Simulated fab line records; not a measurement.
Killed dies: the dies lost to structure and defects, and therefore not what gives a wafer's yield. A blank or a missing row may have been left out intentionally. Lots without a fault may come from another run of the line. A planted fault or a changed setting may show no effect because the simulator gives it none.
fab line records / flow n5Finfet
[record] lots = 4 wafers = 12 lastDay = 18
route steps=1938 shown DUMMY_GATE@256 SPACER0@258 SD_EPI_N@262 BEOL_M4@1111 PASSIVATION@1936
lots with no fault: from the same line, run without faults
startH: hours from the record's first day to the start of the lot's first wafer shown / waitH: time in hours since the lot's previous step / " identical to the entry in the row above / L1.1+2: a row that stands for several wafers / - either no value or no given start / * or withheld: withheld / < > ~ a bound
route shown NAME@n: names a module that has steps shown in the file, with the first one's number in the route / usual: the fault-free wafers' mean and standard deviation / same: alike in all rows / chamber/n: place in a boat / sites: the reading at each site / _std_site: the values' standard deviation / _edge_site: the outer-site mean with the inner-site mean subtracted / radiusMm: for every site, how far away it sits from the centre of the wafer / mask NAME#n: copy n / behind: the tool/chamber that last shaped the wafer / hold: reason for holding the lot/hours on hold/outcome of the hold / device: the transistor (n, p or np) that didn't switch / end of line: at the end of the route, the tests of the same wafers / a step given without rows: its recipe and nothing more / killed: count of dies lost to structure and defects at first sort (not the wafer's yield) / map: shows each die of a wafer: x if killed, . if not, _ if none is there
set.NAME: the run value of the setting; set.NAME@STEP: its run value at that earlier step / model.NAME: the simulator's own value behind a step, which no gauge read
lots seen at some steps along the route; tables by step, rows by wafer
services: a tool's chamber out of use, with start hour (startH, from the record's first day; less than 0 if before it), hours out, and reason
[[steps]]
[step N5_DUMMY_GATE_UV_OZONE_45]
[recipe] timeS = 120 pressureTorr = 760 tempC = 25
[step N5_SPACER0_ALD_07]
[recipe] material = SiNx targetThkA = 20 tempC = 400 aldPrecursorFamily = SiH2I2 aldCoReactant = N2/H2-plasma pressureTorr = 2
[step N5_SPACER0_ALD_00]
[recipe] material = SiOCN targetThkA = 35 tempC = 400 aldPrecursorFamily = alkyl-aminosilane aldCoReactant = O2/N2-plasma pulseTimeS = 3 purgeTimeS = 2 coReactantPurgeTimeS = 2 aldCycles = 58 pressureTorr = 2
[step N5_SPACER0_ALD_08]
[recipe] material = SiNx targetThkA = 20 tempC = 400 aldPrecursorFamily = SiH2I2 aldCoReactant = N2/H2-plasma pressureTorr = 2
[step N5_SD_EPI_N_COAT_32]
[recipe] resist = SOC tempC = 250 timeS = 60 spinRpm = 1500 resistThkNm = 350
[step N5_SD_EPI_N_COAT_33]
[recipe] resist = SiARC tempC = 220 timeS = 60 spinRpm = 1500 resistThkNm = 35
[step N5_SD_EPI_N_COAT_03]
[recipe] resist = CAR-ArF-block spinRpm = 1500 resistThkNm = 150
[step N5_SD_EPI_N_EBR_05]
[recipe] solvent = PGMEA ebrWidthMm = 1.5
[step N5_SD_EPI_N_SOFTBAKE_04]
[recipe] tempC = 110 timeS = 60 resist = CAR-ArF-block
[step N5_SD_EPI_N_EXPOSE_06]
[recipe] maskId = SD_N_BLK na = 1.35 sourceShape = conventional sigmaOuter = 0.8 polarization = unpolarized targetCdNm = 120 doseMj = 39.75
[step N5_SD_EPI_N_PEB_07]
[recipe] pebTempC = 110 pebTimeS = 60 resist = CAR-ArF-block
[usual] heaterPowerTotalW = 175.3/1.6 plateTempC = 110.02/0.16
lot.wafer=L318.3 tool=lithoTrack-02 chamber=0 startH=53.80 waitH=0.0 heaterPowerTotalW=173.1 plateTempC=110.01
lot.wafer=L318.4 tool=lithoTrack-02 chamber=0 startH=53.80 waitH=0.0 heaterPowerTotalW=175.1 plateTempC=109.89
lot.wafer=L318.5 tool=lithoTrack-02 chamber=0 startH=53.80 waitH=0.0 heaterPowerTotalW=177.5 plateTempC=109.89
lot.wafer=L321.2 tool=lithoTrack-02 chamber=0 startH=72.64 waitH=0.0 heaterPowerTotalW=167.5 plateTempC=106.39
lot.wafer=L321.4 tool=lithoTrack-02 chamber=0 startH=72.64 waitH=0.0 heaterPowerTotalW=167.9 plateTempC=106.40
lot.wafer=L321.5 tool=lithoTrack-02 chamber=0 startH=72.64 waitH=0.0 heaterPowerTotalW=168.6 plateTempC=106.64
lot.wafer=L324.2 tool=lithoTrack-02 chamber=0 startH=89.69 waitH=0.0 heaterPowerTotalW=168.3 plateTempC=106.60
lot.wafer=L324.4 tool=lithoTrack-02 chamber=0 startH=89.69 waitH=0.0 heaterPowerTotalW=165.8 plateTempC=106.68
lot.wafer=L324.6 tool=lithoTrack-02 chamber=0 startH=89.69 waitH=0.0 heaterPowerTotalW=166.6 plateTempC=106.60
lot.wafer=L340.1 tool=lithoTrack-03 chamber=0 startH=186.00 waitH=0.1 heaterPowerTotalW=175.3 plateTempC=110.20
lot.wafer=L340.3 tool=lithoTrack-03 chamber=0 startH=186.00 waitH=0.1 heaterPowerTotalW=173.2 plateTempC=110.16
lot.wafer=L340.5 tool=lithoTrack-03 chamber=0 startH=186.00 waitH=0.1 heaterPowerTotalW=175.3 plateTempC=110.06
[step N5_SD_EPI_N_DEVELOP_08]
[recipe] developTimeS = 30 developer = TMAH resist = CAR-ArF-block devTempC = 23 rinseLiquid = diw dry = airSpin
[step N5_SD_EPI_N_CD_MEAS_09]
[recipe] targetCdNm = 120 landingEnergyEv = 500 detector = seInlens
[usual] cdNm = 120.2/0.64
lot.wafer=L318.3 tool=cdSem-01 chamber=0 startH=53.87 waitH=- cdNm=119.5
lot.wafer=L318.4 tool=cdSem-01 chamber=0 startH=53.87 waitH=- cdNm=119.6
lot.wafer=L318.5 tool=cdSem-01 chamber=0 startH=53.87 waitH=- cdNm=119.3
lot.wafer=L321.2 tool=cdSem-02 chamber=0 startH=72.71 waitH=- cdNm=109.9
lot.wafer=L321.4 tool=cdSem-02 chamber=0 startH=72.71 waitH=- cdNm=110.6
lot.wafer=L321.5 tool=cdSem-02 chamber=0 startH=72.71 waitH=- cdNm=110.6
lot.wafer=L324.2 tool=cdSem-01 chamber=0 startH=89.76 waitH=- cdNm=110.6
lot.wafer=L324.4 tool=cdSem-01 chamber=0 startH=89.76 waitH=- cdNm=110.2
lot.wafer=L324.6 tool=cdSem-01 chamber=0 startH=89.76 waitH=- cdNm=110.3
lot.wafer=L340.1 tool=cdSem-02 chamber=0 startH=186.06 waitH=- cdNm=120.1
lot.wafer=L340.3 tool=cdSem-02 chamber=0 startH=186.06 waitH=- cdNm=120.3
lot.wafer=L340.5 tool=cdSem-02 chamber=0 startH=186.06 waitH=- cdNm=121.0
[step N5_SD_EPI_N_DESCUM_14]
[recipe] chemistry = O2 timeS = 7.9 sourcePowerW = 50 biasPowerW = 20 pressureMtorr = 20 rfFrequencyHz = 2.712e+07 tempC = 40 resist = CAR-ArF-block o2FlowSccm = 225
[usual] chamberPressureMTorr = 19.998/0.016 drypumpMotorCurrentA = 5.8/0.38 oesProductAu = 0.77/0.091 rfVppV = 243.1/1.6 showerheadPlenumPTorr = 2.09/0.084 throttleValvePct = 20.37/0.24
lot.wafer=L318.3 tool=rieDiel-05 chamber=0 startH=53.95 waitH=0.0 chamberPressureMTorr=20.016 drypumpMotorCurrentA=6.6 oesProductAu=0.86 rfHoursCounterH=60 rfVppV=245.0 showerheadPlenumPTorr=2.21 throttleValvePct=20.36 model.SD_EPI_N.cdNm=119.6
lot.wafer=L318.4 tool=rieDiel-05 chamber=2 startH=53.95 waitH=0.0 chamberPressureMTorr=20.000 drypumpMotorCurrentA=5.1 oesProductAu=0.67 rfHoursCounterH=238 rfVppV=240.0 showerheadPlenumPTorr=1.95 throttleValvePct=20.22 model.SD_EPI_N.cdNm=119.4
lot.wafer=L318.5 tool=rieDiel-05 chamber=1 startH=53.95 waitH=0.0 chamberPressureMTorr=20.019 drypumpMotorCurrentA=5.6 oesProductAu=0.75 rfHoursCounterH=- rfVppV=240.9 showerheadPlenumPTorr=1.98 throttleValvePct=20.18 model.SD_EPI_N.cdNm=119.4
lot.wafer=L321.2 tool=rieDiel-05 chamber=0 startH=72.79 waitH=0.0 chamberPressureMTorr=20.023 drypumpMotorCurrentA=6.6 oesProductAu=0.85 rfHoursCounterH=66 rfVppV=246.0 showerheadPlenumPTorr=2.20 throttleValvePct=20.38 model.SD_EPI_N.cdNm=109.8
lot.wafer=L321.4 tool=rieDiel-05 chamber=1 startH=72.79 waitH=0.0 chamberPressureMTorr=19.979 drypumpMotorCurrentA=5.6 oesProductAu=0.74 rfHoursCounterH=167 rfVppV=241.8 showerheadPlenumPTorr=1.98 throttleValvePct=20.19 model.SD_EPI_N.cdNm=110.4
lot.wafer=L321.5 tool=rieDiel-05 chamber=3 startH=72.79 waitH=0.0 chamberPressureMTorr=19.965 drypumpMotorCurrentA=5.7 oesProductAu=0.72 rfHoursCounterH=- rfVppV=243.1 showerheadPlenumPTorr=2.10 throttleValvePct=20.45 model.SD_EPI_N.cdNm=110.6
lot.wafer=L324.2 tool=rieDiel-03 chamber=0 startH=89.85 waitH=0.0 chamberPressureMTorr=20.006 drypumpMotorCurrentA=5.8 oesProductAu=0.72 rfHoursCounterH=179 rfVppV=242.8 showerheadPlenumPTorr=2.19 throttleValvePct=20.09 model.SD_EPI_N.cdNm=110.4
lot.wafer=L324.4 tool=rieDiel-03 chamber=0 startH=89.85 waitH=0.0 chamberPressureMTorr=19.993 drypumpMotorCurrentA=5.8 oesProductAu=0.72 rfHoursCounterH=- rfVppV=244.9 showerheadPlenumPTorr=2.19 throttleValvePct=20.09 model.SD_EPI_N.cdNm=110
lot.wafer=L324.6 tool=rieDiel-03 chamber=3 startH=89.85 waitH=0.0 chamberPressureMTorr=20.007 drypumpMotorCurrentA=5.5 oesProductAu=0.68 rfHoursCounterH=- rfVppV=242.0 showerheadPlenumPTorr=2.08 throttleValvePct=20.92 model.SD_EPI_N.cdNm=110.2
lot.wafer=L340.1 tool=rieDiel-05 chamber=0 startH=186.29 waitH=0.2 chamberPressureMTorr=20.035 drypumpMotorCurrentA=6.6 oesProductAu=0.81 rfHoursCounterH=107 rfVppV=245.3 showerheadPlenumPTorr=2.19 throttleValvePct=20.45 model.SD_EPI_N.cdNm=120.2
lot.wafer=L340.3 tool=rieDiel-05 chamber=1 startH=186.29 waitH=0.2 chamberPressureMTorr=20.013 drypumpMotorCurrentA=5.6 oesProductAu=0.70 rfHoursCounterH=209 rfVppV=241.2 showerheadPlenumPTorr=1.97 throttleValvePct=20.27 model.SD_EPI_N.cdNm=120.2
lot.wafer=L340.5 tool=rieDiel-05 chamber=1 startH=186.29 waitH=0.2 chamberPressureMTorr=19.999 drypumpMotorCurrentA=5.6 oesProductAu=0.70 rfHoursCounterH=- rfVppV=240.0 showerheadPlenumPTorr=1.97 throttleValvePct=20.26 model.SD_EPI_N.cdNm=120.8
[step N5_SD_EPI_N_ETCH_34]
[recipe] chemistry = CF4 target = SiARC targetDepthA = 455 maskMaterial = CAR-ArF-block timeS = 75.8 ionEnergyEv = 80 pressureMtorr = 40 sourceW = 545 biasW = 36 Ar_flow_sccm = 100 cf4FlowSccm = 100 ends = cleared
[step N5_SD_EPI_N_ETCH_35]
[recipe] chemistry = N2/H2 target = SOC overetchA = 1080 maskMaterial = SiARC tempC = 40 ionEnergyEv = 100 sourceW = 3000 biasW = 133 pressureMtorr = 20 timeS = 486 n2FlowSccm = 200 h2FlowSccm = 200
[step N5_SD_EPI_N_STRIP_36]
[recipe] chemistry = N2/H2 tempC = 40 n2FlowSccm = 200 h2FlowSccm = 200 rfFrequencyHz = 6e+07
[step N5_SD_EPI_N_ETCHBACK_44]
[recipe] chemistry = CH3F/O2 mode = anisotropicEtchback target = SiNx targetDepthA = 145 stopOn = SiO2 overEtchFrac = 0.3 ionEnergyEv = 120 pressureMtorr = 30 sourceW = 395 biasW = 73 Ar_flow_sccm = 150 CH3F_flow_sccm = 30 O2_flow_sccm = 20
[step N5_SD_EPI_N_ETCH_45]
[recipe] chemistry = CH3F/O2 target = SiOCN targetDepthA = 60 maskMaterial = SOC ionEnergyEv = 60 biasW = 29 pressureMtorr = 15 sourceW = 410 Ar_flow_sccm = 150 CH3F_flow_sccm = 30 O2_flow_sccm = 20
[step N5_SD_EPI_N_ETCH_16]
[recipe] chemistry = CHF3/O2 target = SiO2 targetDepthA = 50 maskMaterial = SOC pressureMtorr = 30 sourceW = 650 biasW = 170 Ar_flow_sccm = 200 CHF3_flow_sccm = 50 O2_flow_sccm = 5 ionEnergyEv = 200
[step N5_SD_EPI_N_STRIP_47]
[recipe] chemistry = CHF3/O2 resist = SiARC rfFrequencyHz = 6e+07
[step N5_SD_EPI_N_SD_RECESS_17]
[recipe] chemistry = HBr/Cl2/O2 targetDepthA = 410 maskMaterial = SOC timeS = 23.7 btTimeS = 3 pressureMtorr = 10 icpW = 800 biasW = 112 HBr_flow_sccm = 150 Cl2_flow_sccm = 80 O2_flow_sccm = 12
[usual] HBr_flow_sccm = 150.0/0.51 chamberPressureMTorr = 9.999/0.0097 drypumpMotorCurrentA = 5.7/0.34 oes_o_777_au = 0.999/0.02 oesProductAu = 1.003/0.014 throttleValvePct = 37.19/0.21
lot.wafer=L318.3 tool=rieSi-03 chamber=3 startH=54.64 waitH=0.0 HBr_flow_sccm=150.1 chamberPressureMTorr=10.006 drypumpMotorCurrentA=6.0 oes_o_777_au=0.991 oesProductAu=0.992 rfHoursCounterH=7 throttleValvePct=36.90 model.SD_EPI_N.cdNm=120.4
lot.wafer=L318.4 tool=rieSi-03 chamber=0 startH=54.64 waitH=0.0 HBr_flow_sccm=150.6 chamberPressureMTorr=9.988 drypumpMotorCurrentA=5.5 oes_o_777_au=1.035 oesProductAu=1.020 rfHoursCounterH=174 throttleValvePct=37.01 model.SD_EPI_N.cdNm=119.2
lot.wafer=L318.5 tool=rieSi-03 chamber=1 startH=54.64 waitH=0.0 HBr_flow_sccm=150.0 chamberPressureMTorr=9.983 drypumpMotorCurrentA=6.0 oes_o_777_au=1.021 oesProductAu=1.019 rfHoursCounterH=- throttleValvePct=37.06 model.SD_EPI_N.cdNm=118
lot.wafer=L321.2 tool=rieSi-05 chamber=0 startH=73.48 waitH=0.0 HBr_flow_sccm=150.6 chamberPressureMTorr=9.994 drypumpMotorCurrentA=6.1 oes_o_777_au=0.992 oesProductAu=1.000 rfHoursCounterH=9 throttleValvePct=37.55 model.SD_EPI_N.cdNm=110
lot.wafer=L321.4 tool=rieSi-05 chamber=2 startH=73.48 waitH=0.0 HBr_flow_sccm=149.5 chamberPressureMTorr=9.992 drypumpMotorCurrentA=5.5 oes_o_777_au=1.026 oesProductAu=1.013 rfHoursCounterH=113 throttleValvePct=37.20 model.SD_EPI_N.cdNm=108.4
lot.wafer=L321.5 tool=rieSi-05 chamber=0 startH=73.48 waitH=0.0 HBr_flow_sccm=150.3 chamberPressureMTorr=10.001 drypumpMotorCurrentA=6.2 oes_o_777_au=0.990 oesProductAu=0.998 rfHoursCounterH=- throttleValvePct=37.55 model.SD_EPI_N.cdNm=111
lot.wafer=L324.2 tool=rieSi-02 chamber=2 startH=90.53 waitH=0.0 HBr_flow_sccm=150.9 chamberPressureMTorr=9.999 drypumpMotorCurrentA=5.8 oes_o_777_au=0.992 oesProductAu=0.981 rfHoursCounterH=6 throttleValvePct=37.51 model.SD_EPI_N.cdNm=111.6
lot.wafer=L324.4 tool=rieSi-02 chamber=1 startH=90.53 waitH=0.0 HBr_flow_sccm=150.9 chamberPressureMTorr=10.003 drypumpMotorCurrentA=5.2 oes_o_777_au=0.962 oesProductAu=0.998 rfHoursCounterH=43 throttleValvePct=37.12 model.SD_EPI_N.cdNm=111.6
lot.wafer=L324.6 tool=rieSi-02 chamber=1 startH=90.53 waitH=0.0 HBr_flow_sccm=149.9 chamberPressureMTorr=10.005 drypumpMotorCurrentA=5.2 oes_o_777_au=0.961 oesProductAu=0.999 rfHoursCounterH=- throttleValvePct=37.11 model.SD_EPI_N.cdNm=110.6
lot.wafer=L340.1 tool=rieSi-03 chamber=2 startH=186.98 waitH=0.0 HBr_flow_sccm=149.7 chamberPressureMTorr=9.994 drypumpMotorCurrentA=5.3 oes_o_777_au=0.971 oesProductAu=0.980 rfHoursCounterH=10 throttleValvePct=37.19 model.SD_EPI_N.cdNm=119.8
lot.wafer=L340.3 tool=rieSi-03 chamber=3 startH=186.98 waitH=0.0 HBr_flow_sccm=149.3 chamberPressureMTorr=9.989 drypumpMotorCurrentA=6.1 oes_o_777_au=0.984 oesProductAu=1.005 rfHoursCounterH=10 throttleValvePct=36.90 model.SD_EPI_N.cdNm=117.8
lot.wafer=L340.5 tool=rieSi-03 chamber=3 startH=186.98 waitH=0.0 HBr_flow_sccm=148.7 chamberPressureMTorr=10.009 drypumpMotorCurrentA=6.0 oes_o_777_au=0.981 oesProductAu=0.996 rfHoursCounterH=- throttleValvePct=36.91 model.SD_EPI_N.cdNm=118.8
[step N5_SD_EPI_N_STRIP_38]
[recipe] chemistry = N2/H2 powerW = 1000 tempC = 250 h2Frac = 0.65 overashFraction = 0.3 pressureMtorr = withheld n2FlowSccm = 1750 h2FlowSccm = 3250
[step N5_BEOL_M4_RC_MEAS_101]
[usual] DIBL_N = 36.5/1.8 DIBL_P = 36.5/2.1 IOFF_N = 0.17/0.031 IOFF_P = 0.22/0.036 ION_N = 677/11 ION_P = 463/8 SS_N = 71.6/0.61 SS_P = 73.3/0.63 VT_N = 249/3.1 VT_P = -250/3.3
lot.wafer=L318.3 tool=prober-01 chamber=0 startH=176.51 waitH=0.3 DIBL_N[mV/V]=39.0 DIBL_P[mV/V]=39.2 IOFF_N[nA/um]=0.22 IOFF_P[nA/um]=0.24 ION_N[uA/um]=690 ION_P[uA/um]=465 SS_N[mV/dec]=72.4 SS_P[mV/dec]=74.2 VT_N[mV]=241 VT_P[mV]=-251
lot.wafer=L318.4 tool=prober-01 chamber=0 startH=176.51 waitH=0.3 DIBL_N[mV/V]=38.3 DIBL_P[mV/V]=38.6 IOFF_N[nA/um]=0.21 IOFF_P[nA/um]=0.24 ION_N[uA/um]=687 ION_P[uA/um]=470 SS_N[mV/dec]=71.9 SS_P[mV/dec]=74.9 VT_N[mV]=243 VT_P[mV]=-251
lot.wafer=L318.5 tool=prober-01 chamber=0 startH=176.51 waitH=0.3 DIBL_N[mV/V]=38.2 DIBL_P[mV/V]=38.3 IOFF_N[nA/um]=0.21 IOFF_P[nA/um]=0.22 ION_N[uA/um]=696 ION_P[uA/um]=466 SS_N[mV/dec]=71.7 SS_P[mV/dec]=73.3 VT_N[mV]=243 VT_P[mV]=-250
lot.wafer=L321.2 tool=prober-01 chamber=0 startH=189.63 waitH=0.2 DIBL_N[mV/V]=33.7 DIBL_P[mV/V]=32.9 IOFF_N[nA/um]=0.11 IOFF_P[nA/um]=0.16 ION_N[uA/um]=671 ION_P[uA/um]=462 SS_N[mV/dec]=70.7 SS_P[mV/dec]=72.9 VT_N[mV]=255 VT_P[mV]=-256
lot.wafer=L321.4 tool=prober-01 chamber=0 startH=189.63 waitH=0.2 DIBL_N[mV/V]=37.3 DIBL_P[mV/V]=36.3 IOFF_N[nA/um]=0.16 IOFF_P[nA/um]=0.20 ION_N[uA/um]=679 ION_P[uA/um]=460 SS_N[mV/dec]=71.9 SS_P[mV/dec]=73.5 VT_N[mV]=249 VT_P[mV]=-250
lot.wafer=L321.5 tool=prober-01 chamber=0 startH=189.63 waitH=0.2 DIBL_N[mV/V]=35.8 DIBL_P[mV/V]=35.9 IOFF_N[nA/um]=0.14 IOFF_P[nA/um]=0.19 ION_N[uA/um]=685 ION_P[uA/um]=463 SS_N[mV/dec]=71.2 SS_P[mV/dec]=73.6 VT_N[mV]=252 VT_P[mV]=-251
lot.wafer=L324.2 tool=prober-01 chamber=0 startH=212.12 waitH=0.2 DIBL_N[mV/V]=37.0 DIBL_P[mV/V]=37.4 IOFF_N[nA/um]=0.18 IOFF_P[nA/um]=0.23 ION_N[uA/um]=691 ION_P[uA/um]=471 SS_N[mV/dec]=71.1 SS_P[mV/dec]=73.8 VT_N[mV]=246 VT_P[mV]=-248
lot.wafer=L324.4 tool=prober-01 chamber=0 startH=212.12 waitH=0.2 DIBL_N[mV/V]=36.4 DIBL_P[mV/V]=35.4 IOFF_N[nA/um]=0.15 IOFF_P[nA/um]=0.19 ION_N[uA/um]=671 ION_P[uA/um]=461 SS_N[mV/dec]=71.6 SS_P[mV/dec]=72.8 VT_N[mV]=251 VT_P[mV]=-252
lot.wafer=L324.6 tool=prober-01 chamber=0 startH=212.12 waitH=0.2 DIBL_N[mV/V]=38.8 DIBL_P[mV/V]=38.7 IOFF_N[nA/um]=0.21 IOFF_P[nA/um]=0.25 ION_N[uA/um]=692 ION_P[uA/um]=466 SS_N[mV/dec]=71.7 SS_P[mV/dec]=74.3 VT_N[mV]=244 VT_P[mV]=-247
lot.wafer=L340.1 tool=prober-01 chamber=0 startH=335.04 waitH=0.0 DIBL_N[mV/V]=37.1 DIBL_P[mV/V]=36.0 IOFF_N[nA/um]=0.16 IOFF_P[nA/um]=0.22 ION_N[uA/um]=670 ION_P[uA/um]=465 SS_N[mV/dec]=72.0 SS_P[mV/dec]=72.9 VT_N[mV]=251 VT_P[mV]=-249
lot.wafer=L340.3 tool=prober-01 chamber=0 startH=335.04 waitH=0.0 DIBL_N[mV/V]=36.2 DIBL_P[mV/V]=33.9 IOFF_N[nA/um]=0.13 IOFF_P[nA/um]=0.18 ION_N[uA/um]=651 ION_P[uA/um]=451 SS_N[mV/dec]=72.0 SS_P[mV/dec]=72.9 VT_N[mV]=257 VT_P[mV]=-254
lot.wafer=L340.5 tool=prober-01 chamber=0 startH=335.04 waitH=0.0 DIBL_N[mV/V]=37.2 DIBL_P[mV/V]=35.9 IOFF_N[nA/um]=0.16 IOFF_P[nA/um]=0.22 ION_N[uA/um]=662 ION_P[uA/um]=454 SS_N[mV/dec]=71.3 SS_P[mV/dec]=73.5 VT_N[mV]=252 VT_P[mV]=-250
[step N5_PASSIVATION_PROBE_49]
[usual] defectLimitedYield = 91.4/1.5 killed_at_M0_to_M3 = 35/11 killed_at_M4_up = 16/7 killedAtContacts = 11/5.3 killedAtFrontEnd = 37/11 killedAtOther = 3.1/2.8 killedDies = 102/18 killedOpen = 69/15 killedShort = 31/7.8 sort_bin_5_function = 5.1/1.1 sort_bin_6_memory = 3.2/0.69 sortNPass = 1078/18 sortYieldPct = 91.4/1.5
[same] grossDies = 1180 killedAtBackSide = 0 sort_bin_4_leakage[%] = 0 sort_bin_8_speed[%] = 0
lot.wafer=L321.2 tool=prober-01 chamber=- startH=301.08 waitH=0.1 defectLimitedYield[%]=87.5 killed_at_M0_to_M3=54 killed_at_M4_up=35 killedAtContacts=25 killedAtFrontEnd=31 killedAtOther=3 killedDies=148 killedOpen=117 killedShort=29 sort_bin_5_function[%]=7.1 sort_bin_6_memory[%]=5.3 sortNPass=1032 sortYieldPct[%]=87.5
lot.wafer=L321.4 tool=prober-01 chamber=- startH=301.18 waitH=0.2 defectLimitedYield[%]=88.1 killed_at_M0_to_M3=55 killed_at_M4_up=20 killedAtContacts=21 killedAtFrontEnd=39 killedAtOther=5 killedDies=140 killedOpen=100 killedShort=39 sort_bin_5_function[%]=6.9 sort_bin_6_memory[%]=4.7 sortNPass=1040 sortYieldPct[%]=88.1
lot.wafer=L321.5 tool=prober-01 chamber=- startH=301.23 waitH=0.2 defectLimitedYield[%]=87.4 killed_at_M0_to_M3=79 killed_at_M4_up=31 killedAtContacts=17 killedAtFrontEnd=22 killedAtOther=0 killedDies=149 killedOpen=102 killedShort=45 sort_bin_5_function[%]=8.4 sort_bin_6_memory[%]=3.7 sortNPass=1031 sortYieldPct[%]=87.4
// killed by level:class
L321.2 MOL_CONTACT_COAG:geometricParticle:open=22 BEOL_M4:geometricParticle:open=22 BEOL_M0_SAQP:geometricParticle:open=14 BEOL_M2:geometricParticle:open=12 BEOL_M3:geometricParticle:open=11 BEOL_M0_SAQP:geometricParticle:short=10 FIN_SAQP:geometricParticle:open=8 STI_FIN_REVEAL:geometricParticle:open=8
L321.4 MOL_CONTACT_COAG:geometricParticle:open=19 BEOL_M3:geometricParticle:open=17 BEOL_M0_SAQP:geometricParticle:open=11 STI_FIN_REVEAL:geometricParticle:open=11 BEOL_M0_SAQP:geometricParticle:short=11 BEOL_M4:geometricParticle:open=8 FIN_SAQP:geometricParticle:short=7 BEOL_M1:geometricParticle:open=6
L321.5 BEOL_M4:geometricParticle:open=21 BEOL_M3:geometricParticle:open=20 BEOL_M0_SAQP:geometricParticle:short=19 MOL_CONTACT_COAG:geometricParticle:open=14 BEOL_M2:geometricParticle:open=11 BEOL_M0_SAQP:geometricParticle:open=10 BEOL_M1:geometricParticle:open=9 BEOL_M3:geometricParticle:short=6
[[services]]
tool=rieDiel-05 chamber=- startH=34.27 hours=1.2 kind=repair
tool=rieSi-05 chamber=2 startH=35.47 hours=5.0 kind=repair
tool=rieDiel-03 chamber=3 startH=39.36 hours=40.4 kind=repair
tool=rieSi-02 chamber=- startH=53.08 hours=14.6 kind=pm
tool=rieSi-02 chamber=- startH=67.68 hours=2.8 kind=pm
tool=rieSi-03 chamber=3 startH=76.56 hours=1.9 kind=repair
tool=rieDiel-03 chamber=1 startH=79.73 hours=- kind=clean
tool=rieDiel-03 chamber=1 startH=79.73 hours=- kind=consumableReplace:focusRing
tool=rieDiel-03 chamber=1 startH=79.73 hours=17.7 kind=scheduledDown
tool=rieDiel-03 chamber=1 startH=79.73 hours=17.7 kind=ventCycle
tool=rieDiel-05 chamber=2 startH=91.55 hours=11.1 kind=repair
tool=rieDiel-03 chamber=3 startH=102.45 hours=- kind=clean
tool=rieDiel-03 chamber=3 startH=102.45 hours=- kind=consumableReplace:focusRing
tool=rieDiel-03 chamber=3 startH=102.45 hours=19.2 kind=scheduledDown
tool=rieDiel-03 chamber=3 startH=102.45 hours=19.2 kind=ventCycle
tool=rieDiel-05 chamber=2 startH=102.69 hours=- kind=clean
tool=rieDiel-05 chamber=2 startH=102.69 hours=- kind=consumableReplace:focusRing
tool=rieDiel-05 chamber=2 startH=102.69 hours=- kind=consumableReplace:showerhead
tool=rieDiel-05 chamber=2 startH=102.69 hours=17.7 kind=scheduledDown
tool=rieDiel-05 chamber=2 startH=102.69 hours=17.7 kind=ventCycle
tool=rieSi-05 chamber=0 startH=116.44 hours=2.3 kind=repair
tool=rieDiel-03 chamber=- startH=118.04 hours=2.8 kind=pm
tool=rieDiel-05 chamber=0 startH=166.50 hours=3.8 kind=repair
tool=rieDiel-05 chamber=3 startH=168.28 hours=4.5 kind=repair
[[key]]
[firstSign] step = N5_SD_EPI_N_PEB_07 reading = plateTempC direction = down sigmas = 22 usual = * struck = *
[effect] step = N5_SD_EPI_N_PEB_07 reading = heaterPowerTotalW direction = down sigmas = 5 usual = * struck = *
[effect] step = N5_SD_EPI_N_CD_MEAS_09 reading = cdNm direction = down sigmas = 15 usual = 120.2 struck = 110.4
[modelEffect] step = N5_SD_EPI_N_DESCUM_14 value = SD_EPI_N.cdNm without = 120.3 struck = 110.2
[modelEffect] step = N5_SD_EPI_N_SD_RECESS_17 value = SD_EPI_N.cdNm without = 121.1 struck = 111
metAt N5_SD_EPI_N_PEB_07
struckWafers L321.2,L321.4,L321.5,L324.2,L324.4,L324.6
onsetBetween 53.80 72.64
[fault] kind = processParameterDrift tool = lithoTrack-02 chamber = - onsetH = 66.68 steps = N5_SD_EPI_N_PEB_07 channel = pebTempC offset = * shape = step endH = 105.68 actsIn = * stated = *
